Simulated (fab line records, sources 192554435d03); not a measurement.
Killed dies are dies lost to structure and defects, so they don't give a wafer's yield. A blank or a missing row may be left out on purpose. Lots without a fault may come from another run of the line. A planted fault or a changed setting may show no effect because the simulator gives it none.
fab line records | flow n5_finfet
record lots=7 wafers=21
route steps=1938 shown BEOL_M3@974 BEOL_M4@1070 BEOL_M5@1140 BEOL_M6@1198
start_h: hours from the record's first day to the start of the lot's first wafer shown | wait_h: hours since the lot's step before | " the same as in the row above | L1.1+2: a row that stands for several wafers | - no value, or no start given | * or withheld: withheld | < > ~ a bound
route shown NAME@n: a module of which the file shows steps, and the number in the route of the first | usual: mean/standard deviation of fault-free wafers | same: alike in all rows | chamber/n: place in a boat | sites: the reading at each site | _std_site: their standard deviation | _edge_site: outer sites' mean less inner sites' | radius_mm: how far each site lies from the wafer's centre | mask NAME#n: copy n | behind: the tool/chamber that last shaped the wafer | hold: why the lot was held/for how many hours/how that ended | device: the transistor (n, p or np) that didn't switch | end of line: the same wafers' tests at the end of the route | a step without rows: its recipe alone | killed: dies lost to structure and defects at the first sort, not the wafer's yield | map: a wafer's dies, x killed, . not, _ none there
set.NAME: the setting as run; set.NAME@STEP: as run at that earlier step | model.NAME: the simulator's own value behind a step, which no gauge read
lots whose settings were changed on purpose; a table a step, a row a wafer
## steps
# step N5_BEOL_M3_ETCH_70
# recipe chemistry=N2/H2 target=SOC target_depth_a=800 overetch_a=160 mask_material=SiARC temp_c=40 time_s=120 ion_energy_ev=200 pressure_mtorr=30 source_w=840 bias_w=150 n2_flow_sccm=200 h2_flow_sccm=200
# usual rf_vpp_V=524.2/2.8
# columns lot.wafer tool chamber start_h wait_h set.bias_w set.spin_rpm@BEOL_M3_COAT_67 rf_vpp_V model.etch.depth_nm model.SiARC_of_BEOL_M3_COAT_68.thk_nm
L075.1 rie_diel-01 2 171.53 0.0 165.5 1500 553.5 60.05 6
L075.3 " 3 " " 150 1545 522.9 58.97 6.4
L075.4 " 1 " " 150 1545 525.6 59.19 6.4
L079.1 rie_diel-05 2 180.41 0.0 150 1500 526.0 60.13 6.6
L079.2 " 0 " " 169.6 1592 564.7 58.32 5.8
L079.5 " 3 " " 169.6 1592 570.0 58.32 5.6
L082.1 rie_diel-05 0 192.93 0.0 126.8 1500 467.6 60.08 7.6
L082.3 " 3 " " 126.8 1447 473.2 61.13 7.6
L082.5 " 3 " " 150 1447 528.9 61.25 6.4
L083.1 rie_diel-06 2 209.12 0.0 150 1564 519.8 58.76 6.4
L083.2 " 1 " " 150 1500 527.0 60.12 6.2
L083.4 " 3 " " 131.6 1500 481.0 60.06 7.2
L087.1 rie_diel-01 0 252.83 0.0 150 1500 524.4 60.17 6.4
L087.4 " 3 " " 150 1500 524.1 60.1 6.2
L087.6 " 1 " " 150 1500 526.1 60.19 6.4
L096.1 rie_diel-06 0 292.91 0.0 150 1610 527.4 58.14 6.4
L096.5 " 3 " " 132.9 1500 483.2 60.04 7.2
L096.6 " 2 " " 150 1500 529.5 60.32 6.2
L097.1 rie_diel-01 3 307.02 0.0 150 1500 522.2 60.06 6
L097.5 " 2 " " 150 1500 520.4 60.04 6.6
L097.6 " 1 " " 150 1500 527.4 59.96 6.2
# step N5_BEOL_M4_TRENCH_ETCH_37
# recipe chemistry=C4F6/O2 target_depth_a=555.55 target=SiOC time_s=29.2 ion_energy_ev=250 pressure_mtorr=30 source_w=355 bias_w=185 Ar_flow_sccm=300 C4F6_flow_sccm=10 O2_flow_sccm=10
# columns lot.wafer tool chamber start_h wait_h set.time_s model.BEOL_M4.feature_depth_nm model.etch.depth_nm
L075.1 rie_diel-04 3 - - 34.77 64.6 64.58
L075.3 " 1 " " 34.77 66.4 66.37
L075.4 " 2 " " 29.2 57.2 57.3
L079.1 rie_diel-03 3 - - 29.2 54.4 54.45
L079.2 " 0 " " 29.2 54.2 54.25
L079.5 " 0 " " 29.2 54.2 54.27
L082.1 rie_diel-03 1 - - 29.2 57.2 57.29
L082.3 " 2 " " 24.63 48.2 48.16
L082.5 " 3 " " 24.63 46.6 46.53
L083.1 rie_diel-03 2 - - 29.2 56 56.06
L083.2 " 1 " " 31.61 61.4 61.49
L083.4 " 3 " " 29.2 55.4 55.41
L087.1 rie_diel-03 0 - - 29.2 54.8 54.85
L087.4 " 1 " " 29.2 57 56.91
L087.6 " 0 " " 24.6 46.4 46.47
L096.1 rie_diel-03 2 - - 22.76 43.8 43.79
L096.5 " 0 " " 22.76 43.2 43.14
L096.6 " 3 " " 29.2 55 55.03
L097.1 rie_diel-02 0 - - 29.2 54.8 54.88
L097.5 " 1 " " 29.2 55.2 55.21
L097.6 " 2 " " 29.2 56.2 56.2
# step N5_BEOL_M4_ETCH_41
# recipe chemistry=CH3F/O2 target=SiCN target_depth_a=299 taper_deg=2 time_s=52.5 ion_energy_ev=120 mask_material=TiN pressure_mtorr=30 source_w=395 bias_w=75 Ar_flow_sccm=150 CH3F_flow_sccm=30 O2_flow_sccm=20
# step N5_BEOL_M4_STRIP_97
# recipe chemistry=N2/H2 time_s=10 power_w=450 temp_c=40 pressure_mtorr=20 rf_frequency_hz=6e+07 bias_power_w=7 n2_flow_sccm=200 h2_flow_sccm=200
# step N5_BEOL_M4_OCD_MEAS_38
# usual trench_depth_nm=55.8/0.94
# columns lot.wafer tool chamber start_h wait_h set.time_s@BEOL_M4_TRENCH_ETCH_37 trench_depth_nm
L075.1 ocd-01 - 184.90 - 34.77 64.9
L075.3 " - " " 34.77 67.0
L075.4 " - " " 29.2 57.5
L079.1 ocd-01 - 190.21 - 29.2 55.1
L079.2 " - " " 29.2 54.3
L079.5 " - " " 29.2 54.1
L082.1 ocd-02 - 212.40 - 29.2 57.0
L082.3 " - " " 24.63 47.8
L082.5 " - " " 24.63 46.3
L083.1 ocd-01 - 217.59 - 29.2 56.2
L083.2 " - " " 31.61 61.3
L083.4 " - " " 29.2 55.2
L087.1 ocd-02 - 262.77 - 29.2 54.4
L087.4 " - " " 29.2 56.4
L087.6 " - " " 24.6 46.0
L096.1 ocd-01 - 319.99 - 22.76 43.9
L096.5 " - " " 22.76 42.6
L096.6 " - " " 29.2 55.1
L097.1 ocd-02 - 322.11 - 29.2 54.6
L097.5 " - " " 29.2 55.0
L097.6 " - " " 29.2 56.4
# step N5_BEOL_M4_HM_STRIP_39
# recipe chemistry=peroxide_tin_strip material=TiN target_depth_a=250 temp_c=50 time_s=158
# step N5_BEOL_M4_SRD_40
# recipe time_s=30 temp_c=23 rinse_liquid=diw dry=ipa_marangoni
# step N5_BEOL_M4_ECD_50
# recipe material=Cu target_thk_a=3000
# step N5_BEOL_M4_ANNEAL_51
# recipe temp_c=225 time_s=90 ambient=N2
# step N5_BEOL_M4_CMP_52
# recipe stop_on=SiOC t_overpolish_s=6.8 down_force_psi=1 platen_rpm=50 clearing_platen_down_force_psi=1.5 clearing_platen_rpm=50 post_cmp_clean=cu_alkaline target_thk_nm=40 clearing_platen_pad_velocity_m_s=0.99484 pad_velocity_m_s=0.99484
# columns lot.wafer tool chamber start_h wait_h set.time_s@BEOL_M4_TRENCH_ETCH_37 model.Cu_of_BEOL_M4_ECD_50.thk_nm
L075.1 cmp-01 1 189.76 0.3 34.77 48.2
L075.4 " 2 " " 29.2 42.2
L075.3 " 3 " " 34.77 50.4
L079.2 cmp-02 0 193.51 0.2 29.2 37
L079.1 " 2 " " 29.2 37.2
L079.5 " 0 " " 29.2 37.6
L082.1 cmp-03 3 216.10 0.3 29.2 39.6
L082.3 " 1 " " 24.63 33
L082.5 " 2 " " 24.63 29.2
L083.4 cmp-02 3 221.08 0.2 29.2 38
L083.1 " 0 " " 29.2 39.8
L083.2 " 1 " " 31.61 44
L087.1 cmp-01 2 265.82 0.3 29.2 39.8
L087.4 " 0 " " 29.2 41.4
L087.6 " 3 " " 24.6 30.4
L096.1 cmp-02 2 323.47 0.3 22.76 27.6
L096.6 " 1 " " 29.2 37.6
L096.5 " 2 " " 22.76 25.6
L097.1 cmp-01 0 327.09 0.3 29.2 39.6
L097.5 " 0 " " 29.2 37.6
L097.6 " 1 " " 29.2 38.8
# step N5_BEOL_M4_THK_MEAS_53
# recipe thk_meas_gauge=xrf reads=Cu_of_BEOL_M4_ECD_50
# usual M4_THK=40.0/1.7
# columns lot.wafer tool chamber start_h wait_h set.time_s@BEOL_M4_TRENCH_ETCH_37 M4_THK[nm]
L075.1 film_metro-01 - 190.02 - 34.77 47.5
L075.3 " - " " 34.77 49.7
L075.4 " - " " 29.2 41.6
L079.1 film_metro-02 - 193.80 - 29.2 37.4
L079.2 " - " " 29.2 37.4
L079.5 " - " " 29.2 38.0
L082.1 film_metro-02 - 216.35 - 29.2 39.3
L082.3 " - " " 24.63 32.7
L082.5 " - " " 24.63 28.9
L083.1 film_metro-01 - 221.34 - 29.2 40.0
L083.2 " - " " 31.61 44.1
L083.4 " - " " 29.2 38.0
L087.1 film_metro-01 - 266.11 - 29.2 39.6
L087.4 " - " " 29.2 41.3
L087.6 " - " " 24.6 30.4
L096.1 film_metro-02 - 323.72 - 22.76 27.5
L096.5 " - " " 22.76 25.6
L096.6 " - " " 29.2 37.4
L097.1 film_metro-01 - 327.39 - 29.2 39.5
L097.5 " - " " 29.2 37.5
L097.6 " - " " 29.2 38.7
# step N5_BEOL_M4_PRE_CLEAN_60
# recipe gas=NH3/H2 time_s=15 temp_c=* rf_power_w=300
# step N5_BEOL_M4_CO_CAP_55
# recipe material=Co target_thk_a=20 temp_c=200 precursor=CCTBA/H2 pressure_torr=30 time_s=102.1
# step N5_BEOL_M4_PRE_CLEAN_56
# recipe gas=NH3 time_s=15 temp_c=withheld rf_power_w=300
# step N5_BEOL_M4_DEP_57
# recipe material=SiCN target_thk_a=80 temp_c=withheld precursor=3MS/NH3 pressure_torr=3 rf_w=202 time_s=14
# step N5_BEOL_M4_RS_MEAS_58
# recipe thk_meas_gauge=four-point-probe reads=Co_of_BEOL_M4_CO_CAP_55+Cu_of_BEOL_M4_ECD_50+Co_of_BEOL_M4_CVD_47+TaN_of_BEOL_M4_ALD_84
# usual M4_RS=0.67/0.036
# columns lot.wafer tool chamber start_h wait_h set.time_s@BEOL_M4_TRENCH_ETCH_37 M4_RS[ohm/sq]
L075.1 film_metro-02 - 190.28 0.0 34.77 0.53
L075.3 " - " " 34.77 0.50
L075.4 " - " " 29.2 0.62
L079.1 film_metro-01 - 194.07 0.0 29.2 0.73
L079.2 " - " " 29.2 0.74
L079.5 " - " " 29.2 0.72
L082.1 film_metro-02 - 216.61 0.0 29.2 0.68
L082.3 " - " " 24.63 0.86
L082.5 " - " " 24.63 1.01
L083.1 film_metro-01 - 221.60 0.0 29.2 0.67
L083.2 " - " " 31.61 0.59
L083.4 " - " " 29.2 0.72
L087.1 film_metro-01 - 266.37 0.0 29.2 0.67
L087.4 " - " " 29.2 0.64
L087.6 " - " " 24.6 0.96
L096.1 film_metro-01 - 323.98 0.0 22.76 1.09
L096.5 " - " " 22.76 1.21
L096.6 " - " " 29.2 0.73
L097.1 film_metro-01 - 327.65 0.0 29.2 0.68
L097.5 " - " " 29.2 0.73
L097.6 " - " " 29.2 0.70
# step N5_BEOL_M5_COAT_66
# recipe resist=SiARC temp_c=220 time_s=60 spin_rpm=1500 resist_thk_nm=12
# columns lot.wafer tool chamber start_h wait_h set.spin_rpm model.SiARC_of_BEOL_M5_COAT_66.thk_nm
L075.1 litho_track-03 0 - - 1366 12.6
L075.3+4 " 0 " " 1500 12
L079.1+2 litho_track-05 0 - - 1500 12
L079.5 " 0 " " 1616 11.6
L082.1 litho_track-05 0 - - 1400 12.4
L082.3+5 " 0 " " 1500 12
L083.1 litho_track-05 0 - - 1623 11.6
L083.2 " 0 " " 1500 12
L083.4 " 0 " " 1623 11.4
L087.1+4+6 litho_track-03 0 - - 1500 12
L096.1+5+6 litho_track-04 0 - - 1500 12
L097.1+5+6 litho_track-05 0 - - 1500 12
# step N5_BEOL_M5_COAT_22
# recipe resist=CAR-EUV spin_rpm=1500 resist_thk_nm=30
# columns lot.wafer tool chamber start_h wait_h set.spin_rpm model.CAR-EUV_of_BEOL_M5_COAT_22.thk_nm
L075.1+4 litho_track-03 0 - - 1500 30
L075.3 " 0 " " 1573 29.4
L079.1+2+5 litho_track-05 0 - - 1500 30
L082.1 litho_track-05 0 - - 1659 28.4
L082.3+5 " 0 " " 1500 30
L083.1 litho_track-05 0 - - 1500 29.8
L083.2+4 " 0 " " 1643 28.6
L087.1+4+6 litho_track-03 0 - - 1500 30
L096.1+5 litho_track-04 0 - - 1500 30.2
L096.6 " 0 " " 1500 30
L097.1+6 litho_track-05 0 - - 1500 30
L097.5 " 0 " " 1500 30.2
# step N5_BEOL_M5_EBR_24
# recipe solvent=PGMEA ebr_width_mm=1.5
# step N5_BEOL_M5_SOFTBAKE_23
# recipe temp_c=110 time_s=60 resist=CAR-EUV
# step N5_BEOL_M5_DESCUM_33
# recipe chemistry=O2 time_s=7 source_power_w=50 bias_power_w=20 pressure_mtorr=20 rf_frequency_hz=2.712e+07 temp_c=40 resist=CAR-EUV o2_flow_sccm=225
# step N5_BEOL_M5_ETCH_75
# recipe chemistry=N2/H2 target=underlayer target_depth_a=65 mask_material=CAR-EUV time_s=5.2 ion_energy_ev=200 pressure_mtorr=30 source_w=840 bias_w=150 n2_flow_sccm=200 h2_flow_sccm=200 ends=cleared
# columns lot.wafer tool chamber start_h wait_h set.spin_rpm@BEOL_M5_COAT_22 model.CAR-EUV_of_BEOL_M5_COAT_22.thk_nm
L075.1 rie_diel-06 2 195.17 0.0 1500 20.2
L075.3 " 0 " " 1573 19.6
L075.4 " 1 " " 1500 20.4
L079.1+2+5 rie_diel-05 0,3,3 201.50 0.0 1500 20.4
L082.1 rie_diel-05 0 222.19 0.0 1659 18.8
L082.3+5 " 2,0 " " 1500 20.4
L083.1 rie_diel-06 3 228.92 0.0 1500 20.2
L083.2+4 " 1,2 " " 1643 18.8
L087.1+4+6 rie_diel-01 0,3,1 273.34 0.0 1500 20.4
L096.1+5+6 rie_diel-06 2,1,2 327.87 0.0 1500 20.4
L097.1+6 rie_diel-05 2 334.34 0.0 1500 20.4
L097.5 " 1 " " 1500 20.6
# step N5_BEOL_M5_ETCH_67
# recipe chemistry=CF4 target=SiARC target_depth_a=156 mask_material=CAR-EUV time_s=26 ion_energy_ev=80 pressure_mtorr=40 source_w=545 bias_w=36 Ar_flow_sccm=100 cf4_flow_sccm=100 ends=cleared
# columns lot.wafer tool chamber start_h wait_h set.spin_rpm@BEOL_M5_COAT_66 set.spin_rpm@BEOL_M5_COAT_22 model.CAR-EUV_of_BEOL_M5_COAT_22.thk_nm model.etch.depth_nm
L075.1 rie_diel-06 2 195.19 0.0 1366 1500 10.6 12.55
L075.3 " 0 " " 1500 1573 10.4 12
L075.4 " 1 " " 1500 1500 11 12.04
L079.1 rie_diel-05 0 201.51 0.0 1500 1500 11.2 11.99
L079.2 " 3 " " 1500 1500 11.2 11.97
L079.5 " 3 " " 1616 1500 11.6 11.53
L082.1 rie_diel-05 0 222.20 0.0 1400 1659 9.4 12.38
L082.3 " 2 " " 1500 1500 11.2 11.95
L082.5 " 0 " " 1500 1500 11.2 11.99
L083.1 rie_diel-06 3 228.94 0.0 1623 1500 11.4 11.52
L083.2 " 1 " " 1500 1643 9.6 11.96
L083.4 " 2 " " 1623 1643 10 11.48
L087.1 rie_diel-01 0 273.35 0.0 1500 1500 11.2 12.01
L087.4 " 3 " " 1500 1500 11.2 12.04
L087.6 " 1 " " 1500 1500 11.2 12.02
L096.1 rie_diel-06 2 327.89 0.0 1500 1500 11.2 12.01
L096.5 " 1 " " 1500 1500 11.2 11.99
L096.6 " 2 " " 1500 1500 11.2 12
L097.1+6 rie_diel-05 2 334.35 0.0 1500 1500 11.2 11.96
L097.5 " 1 " " 1500 1500 11.4 11.95
# step N5_BEOL_M6_HM_DEP_02
# recipe material=TiN target_thk_a=200 temp_c=25 chamber_pressure_pa=0.49996
# columns lot.wafer tool chamber start_h wait_h set.target_thk_a model.TiN_of_BEOL_M6_HM_DEP_02.thk_nm
L075.1 pvd_sputter-01 - 204.73 1.2 224.7 22.6
L075.3 " - " " 224.7 22.8
L075.4 " - " " 200 20.2
L079.1+2 pvd_sputter-02 - 210.47 0.0 200 19.8
L079.5 " - " " 174.3 17.4
L082.1 pvd_sputter-01 - 235.15 4.3 200 20.2
L082.3 " - " " 200 20
L082.5 " - " " 216.5 21.8
L083.1 pvd_sputter-01 - 237.35 0.2 176.3 17.8
L083.2 " - " " 176.3 17.6
L083.4 " - " " 176.3 17.4
L087.1 pvd_sputter-01 - 282.89 1.2 200 20.4
L087.4 " - " " 200 20.2
L087.6 " - " " 186.5 19
L096.1+6 pvd_sputter-01 - 335.63 0.1 200 20
L096.5 " - " " 178.3 17.8
L097.1 pvd_sputter-03 - 344.28 0.2 200 19.8
L097.5 " - " " 200 19.4
L097.6 " - " " 200 19.6
# step N5_BEOL_M6_COAT_59
# recipe resist=SOC temp_c=250 time_s=60 spin_rpm=1500 resist_thk_nm=100
# step N5_BEOL_M6_COAT_60
# recipe resist=SiARC temp_c=220 time_s=60 spin_rpm=1500 resist_thk_nm=35
# step N5_BEOL_M6_STRIP_68
# recipe chemistry=N2/H2 temp_c=40 n2_flow_sccm=200 h2_flow_sccm=200 rf_frequency_hz=6e+07
# step N5_BEOL_M6_STRIP_67
# recipe chemistry=CF4 resist=SiARC power_w=300 bias_power_w=75 pressure_mtorr=50 cf4_flow_sccm=150 rf_frequency_hz=6e+07
# step N5_BEOL_M6_HM_OPEN_17
# recipe chemistry=Cl2/BCl3 target_depth_a=200 overetch_a=60 target=TiN mask_material=SOC ion_energy_ev=150 pressure_mtorr=10 icp_w=1000 bias_w=126 Cl2_flow_sccm=53.25 bcl3_flow_sccm=21.75 Ar_flow_sccm=25
# columns lot.wafer tool chamber start_h wait_h set.target_thk_a@BEOL_M6_HM_DEP_02 model.etch.depth_nm
L075.1 rie_metal-01 0 205.47 0.0 224.7 22.6
L075.3 " 0 " " 224.7 22.77
L075.4 " 1 " " 200 20.28
L079.1 rie_metal-01 0 211.37 0.1 200 19.75
L079.2 " 1 " " 200 19.76
L079.5 " 0 " " 174.3 17.36
L082.1 rie_metal-02 1 236.02 0.0 200 20.14
L082.3 " 1 " " 200 19.98
L082.5 " 0 " " 216.5 21.78
L083.1 rie_metal-01 1 238.26 0.0 176.3 17.7
L083.2 " 0 " " 176.3 17.55
L083.4 " 0 " " 176.3 17.39
L087.1 rie_metal-03 0 283.63 0.0 200 20.34
L087.4 " 0 " " 200 20.3
L087.6 " 1 " " 186.5 19.07
L096.1 rie_metal-02 1 336.49 0.0 200 19.95
L096.5 " 0 " " 178.3 17.79
L096.6 " 1 " " 200 19.9
L097.1 rie_metal-01 0 345.07 0.0 200 19.75
L097.5 " 0 " " 200 19.31
L097.6 " 1 " " 200 19.58
# step N5_BEOL_M6_TRENCH_ETCH_37
# recipe chemistry=C4F6/O2 target_depth_a=944.35 target=SiCOH_lowk time_s=31.5 ion_energy_ev=250 pressure_mtorr=30 source_w=345 bias_w=185 Ar_flow_sccm=300 C4F6_flow_sccm=10 O2_flow_sccm=10
# columns lot.wafer tool chamber start_h wait_h set.time_s set.target_thk_a@BEOL_M6_HM_DEP_02 model.etch.depth_nm model.BEOL_M6.feature_depth_nm model.TiN_of_BEOL_M6_HM_DEP_02.thk_nm
L075.1 rie_diel-04 3 - - 31.5 224.7 91.11 91.2 20
L075.3 " 0 " " 31.5 224.7 94.98 95 20
L075.4 " 2 " " 29.2 200 88.81 88.8 17.8
L079.1 rie_diel-02 2 - - 27.9 200 84.36 84.4 17.4
L079.2 " 1 " " 31.5 200 94.12 94.2 17.2
L079.5 " 0 " " 27.9 174.3 82.99 83 15
L082.1 rie_diel-04 3 - - 31.5 200 93.76 93.8 17.4
L082.3 " 0 " " 31.5 200 93.52 93.6 17.4
L082.5 " 0 " " 31.5 216.5 94.42 94.4 19
L083.1 rie_diel-04 0 - - 31.5 176.3 95.05 95 15
L083.2 " 2 " " 31.5 176.3 96.24 96.2 14.8
L083.4 " 3 " " 31.5 176.3 94.18 94.2 14.6
L087.1 rie_diel-02 2 - - 31.5 200 95.17 95.2 17.6
L087.4 " 3 " " 26.68 200 82.05 82 18
L087.6 " 1 " " 26.68 186.5 79.49 79.4 16.8
L096.1 rie_diel-03 1 - - 31.5 200 96.13 96.2 17.2
L096.5 " 3 " " 27.07 178.3 80.01 80 15.4
L096.6 " 0 " " 27.07 200 79.65 79.6 17.6
L097.1 rie_diel-03 1 - - 31.5 200 96.95 97 17
L097.5 " 1 " " 31.5 200 95.33 95.4 16.6
L097.6 " 2 " " 31.5 200 95.21 95.2 16.8
# step N5_BEOL_M6_ETCH_41
# recipe chemistry=CH3F/O2 target=SiCN target_depth_a=297 taper_deg=2 time_s=52 ion_energy_ev=120 mask_material=TiN pressure_mtorr=30 source_w=395 bias_w=75 Ar_flow_sccm=150 CH3F_flow_sccm=30 O2_flow_sccm=20
# step N5_BEOL_M6_STRIP_80
# recipe chemistry=N2/H2 time_s=10 power_w=450 temp_c=40 pressure_mtorr=20 rf_frequency_hz=6e+07 bias_power_w=7 n2_flow_sccm=200 h2_flow_sccm=200
# step N5_BEOL_M6_OCD_MEAS_38
# usual trench_depth_nm=94.6/1.5
# columns lot.wafer tool chamber start_h wait_h set.time_s@BEOL_M6_TRENCH_ETCH_37 trench_depth_nm
L075.1 ocd-02 - 207.83 - 31.5 91.2
L075.3 " - " " 31.5 94.8
L075.4 " - " " 29.2 89.6
L079.1 ocd-02 - 212.58 - 27.9 84.1
L079.2 " - " " 31.5 94.2
L079.5 " - " " 27.9 83.1
L082.1 ocd-02 - 237.09 - 31.5 93.8
L082.3 " - " " 31.5 93.3
L082.5 " - " " 31.5 94.7
L083.1 ocd-02 - 240.25 - 31.5 95.4
L083.2 " - " " 31.5 95.7
L083.4 " - " " 31.5 93.5
L087.1 ocd-02 - 286.72 - 31.5 95.0
L087.4 " - " " 26.68 82.0
L087.6 " - " " 26.68 79.8
L096.1 ocd-01 - 339.74 - 31.5 95.9
L096.5 " - " " 27.07 80.1
L096.6 " - " " 27.07 79.9
L097.1 ocd-01 - 347.11 - 31.5 97.0
L097.5 " - " " 31.5 95.1
L097.6 " - " " 31.5 95.0
## key
split step=N5_BEOL_M3_ETCH_70 setting=bias_w stated=150 by=wafer
response step=N5_BEOL_M3_ETCH_70 reading=rf_vpp_V change=+3.49 per=1% r=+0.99
response step=N5_BEOL_M3_ETCH_70 reading=model.SiARC_of_BEOL_M3_COAT_68.thk_nm change=-0.0699 per=1% r=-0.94
split step=N5_BEOL_M4_TRENCH_ETCH_37 setting=time_s stated=29.2 by=wafer
response step=N5_BEOL_M4_TRENCH_ETCH_37 reading=model.BEOL_M4.feature_depth_nm change=+0.54 per=1% r=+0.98
response step=N5_BEOL_M4_TRENCH_ETCH_37 reading=model.etch.depth_nm change=+0.54 per=1% r=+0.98
response step=N5_BEOL_M4_OCD_MEAS_38 reading=trench_depth_nm change=+0.546 per=1% r=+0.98
response step=N5_BEOL_M4_CMP_52 reading=model.Cu_of_BEOL_M4_ECD_50.thk_nm change=+0.506 per=1% r=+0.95
response step=N5_BEOL_M4_THK_MEAS_53 reading=M4_THK change=+0.501 per=1% r=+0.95
response step=N5_BEOL_M4_RS_MEAS_58 reading=M4_RS change=-0.0149 per=1% r=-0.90
split step=N5_BEOL_M5_COAT_66 setting=spin_rpm stated=1500 by=wafer
response step=N5_BEOL_M5_COAT_66 reading=model.SiARC_of_BEOL_M5_COAT_66.thk_nm change=-0.0606 per=1% r=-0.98
response step=N5_BEOL_M5_ETCH_67 reading=model.etch.depth_nm change=-0.0589 per=1% r=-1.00
split step=N5_BEOL_M5_COAT_22 setting=spin_rpm stated=1500 by=wafer
response step=N5_BEOL_M5_COAT_22 reading=model.CAR-EUV_of_BEOL_M5_COAT_22.thk_nm change=-0.138 per=1% r=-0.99
response step=N5_BEOL_M5_ETCH_75 reading=model.CAR-EUV_of_BEOL_M5_COAT_22.thk_nm change=-0.149 per=1% r=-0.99
response step=N5_BEOL_M5_ETCH_67 reading=model.CAR-EUV_of_BEOL_M5_COAT_22.thk_nm change=-0.16 per=1% r=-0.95
split step=N5_BEOL_M6_HM_DEP_02 setting=target_thk_a stated=200 by=wafer
response step=N5_BEOL_M6_HM_DEP_02 reading=model.TiN_of_BEOL_M6_HM_DEP_02.thk_nm change=+0.197 per=1% r=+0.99
response step=N5_BEOL_M6_HM_OPEN_17 reading=model.etch.depth_nm change=+0.194 per=1% r=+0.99
response step=N5_BEOL_M6_TRENCH_ETCH_37 reading=model.TiN_of_BEOL_M6_HM_DEP_02.thk_nm change=+0.179 per=1% r=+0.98
split step=N5_BEOL_M6_TRENCH_ETCH_37 setting=time_s stated=31.5 by=wafer
response step=N5_BEOL_M6_TRENCH_ETCH_37 reading=model.etch.depth_nm change=+0.974 per=1% r=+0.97
response step=N5_BEOL_M6_TRENCH_ETCH_37 reading=model.BEOL_M6.feature_depth_nm change=+0.981 per=1% r=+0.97
response step=N5_BEOL_M6_OCD_MEAS_38 reading=trench_depth_nm change=+0.953 per=1% r=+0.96
split outside_this_file step=N5_BEOL_M3_COAT_67 setting=spin_rpm
# split outside_this_file: this setting was split too, and the file shows its column; the key of that split is in another file
